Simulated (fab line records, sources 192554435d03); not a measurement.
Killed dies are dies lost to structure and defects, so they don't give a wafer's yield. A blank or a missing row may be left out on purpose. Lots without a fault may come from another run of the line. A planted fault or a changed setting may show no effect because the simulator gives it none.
A struck lot beside a sound one | flow n5_finfet | 38 steps out of a route of 1938
Sound: wafers L749.1, L749.4, L749.6. Struck: wafers L766.1, L766.4, L766.6. The cause comes at the end.
At each step with rows: each side's tool, then ch and its chambers, then its first start. Under that, the readings that differ: sound wafers | struck wafers | difference of the means | sigmas: that difference in standard deviations of wafers without a fault.
alike: readings whose means differ by less than 2 such deviations, and words and numbers that are the same on both sides. not compared: withheld readings, readings that some wafer has no value for, bounds like >300 that may hide the same value, and numbers for which the record gives no deviation and whose values overlap.
The two part at a step that has a row with sigmas, a row that says differs or no value, or rows on one side only. Numbers that don't overlap but have no deviation are shown without sigmas and don't part them. A reading that every wafer of one side lacks parts them only if that side has two wafers or more.

first, 9 steps without rows for these wafers: N5_STI_FIN_REVEAL_SRD_21 (time 30 s); N5_STI_FIN_REVEAL_OXIDATION_33 (chemistry O2 PLASMA REMOTE, time 20 s); N5_STI_FIN_REVEAL_CLEAN_19 (cleans in O3/DIW, time 120 s); N5_STI_FIN_REVEAL_SRD_23 (time 30 s); N5_STI_FIN_REVEAL_PRECLEAN_18 (cleans in SC2, time 45 s); N5_STI_FIN_REVEAL_SRD_28 (time 30 s); N5_DUMMY_GATE_PRECLEAN_00 (cleans in O3/DIW, time 60 s); N5_DUMMY_GATE_SRD_01 (time 30 s); N5_DUMMY_GATE_ALD_02 (deposits SiO2, target thk 2 nm, pulse time 1 s).
N5_DUMMY_GATE_CVD_03: deposits a-Si from SiH4, target thk 150 nm, time 8042 s.
  sound on lpcvd-01 ch 1/65,1/79,1/89, day 3 13:00; struck on lpcvd-01 ch 0/40,0/54,0/64, day 7 20:03
  alike: spike_tc_bottom_C
then, 3 steps without rows for these wafers: N5_DUMMY_GATE_PRECLEAN_46 (cleans in DIW, time 89.5 s); N5_DUMMY_GATE_SRD_47 (dry time 32 s); N5_DUMMY_GATE_CMP_04 (polishes a-Si).
N5_DUMMY_GATE_THK_MEAS_05:
  sound on film_metro-01, day 3 16:58; struck on film_metro-02, day 8 00:01
  reading     | sound          | struck         | difference | sigmas
  thk_nm (nm) | 70.8 70.3 72.0 | 43.5 43.3 43.4 | -27.6      | -25
then, 21 steps without rows for these wafers: N5_DUMMY_GATE_HM_DEP_06 (deposits SiNx from DCS/NH3, target thk 80 nm, time 5141 s); N5_DUMMY_GATE_PECVD_30 (deposits SiO2 from TEOS/O2, target thk 55 nm, time 10.8 s); N5_DUMMY_GATE_COAT_34 (time 60 s, resist thk 60 nm); N5_DUMMY_GATE_COAT_35 (time 60 s, resist thk 10 nm); N5_DUMMY_GATE_COAT_28 (time 60 s, resist thk 10 nm); N5_DUMMY_GATE_COAT_09 (resist thk 30 nm); N5_DUMMY_GATE_EBR_11; N5_DUMMY_GATE_SOFTBAKE_10 (time 60 s); N5_DUMMY_GATE_EXPOSE_12 (exposes mask GATE, target cd 25 nm); N5_DUMMY_GATE_PEB_13 (peb time 60 s); N5_DUMMY_GATE_DEVELOP_14 (develop time 30 s); N5_DUMMY_GATE_DESCUM_20 (chemistry O2, time 6.2 s); N5_DUMMY_GATE_ETCH_29 (etches underlayer in N2/H2, target depth 13 nm); N5_DUMMY_GATE_ETCH_36 (etches SiARC in CF4, target depth 13 nm); N5_DUMMY_GATE_ETCH_37 (etches SOC in N2/H2, target depth 60 nm, overetch 30 nm); N5_DUMMY_GATE_STRIP_38 (strips in N2/H2); N5_DUMMY_GATE_STRIP_39 (strips in N2/H2); N5_DUMMY_GATE_TRIM_49 (chemistry O2, time 29 s, target cd 14 nm); N5_DUMMY_GATE_STRIP_40 (strips in CF4); N5_DUMMY_GATE_ETCH_31 (etches SiO2 in C4F6/O2, target depth 82.5 nm, time 27.5 s); N5_DUMMY_GATE_STRIP_41 (strips in O2).
N5_DUMMY_GATE_ETCH_44: etches poly-Si in HBr/O2, stops on SiO2, target depth 127.5 nm.
  sound on rie_si-01 ch 2,3, day 3 22:18; struck on rie_si-01 ch 0,1,3, day 8 05:13
  reading               | sound             | struck            | difference | sigmas
  oes_product_au (a.u.) | 0.730 0.719 0.731 | 0.613 0.590 0.584 | -0.131     | -11
  alike: bias_w, drypump_motor_current_A, throttle_valve_pct
  not compared: rf_hours_counter_h
N5_SDB_THK_MEAS_31:
  sound on film_metro-02, day 5 00:18; struck on film_metro-01, day 9 05:25
  reading      | sound          | struck         | difference | sigmas
  SDB_THK (nm) | 63.0 62.5 64.2 | 36.6 36.6 36.9 | -26.5      | -24
-- the record jumps here: 8 days lie between the struck wafers' starts before and after (it left off in module SDB and takes up again in module PASSIVATION, whose first step shown is number 1936 of the route) --
N5_PASSIVATION_PROBE_49:
  the record has rows for the struck wafers here (prober-02, day 17 08:17) and none for the sound ones

WHERE THEY PART
First at N5_DUMMY_GATE_THK_MEAS_05; last, within this record, at N5_PASSIVATION_PROBE_49.

WHY: what the simulator had put in
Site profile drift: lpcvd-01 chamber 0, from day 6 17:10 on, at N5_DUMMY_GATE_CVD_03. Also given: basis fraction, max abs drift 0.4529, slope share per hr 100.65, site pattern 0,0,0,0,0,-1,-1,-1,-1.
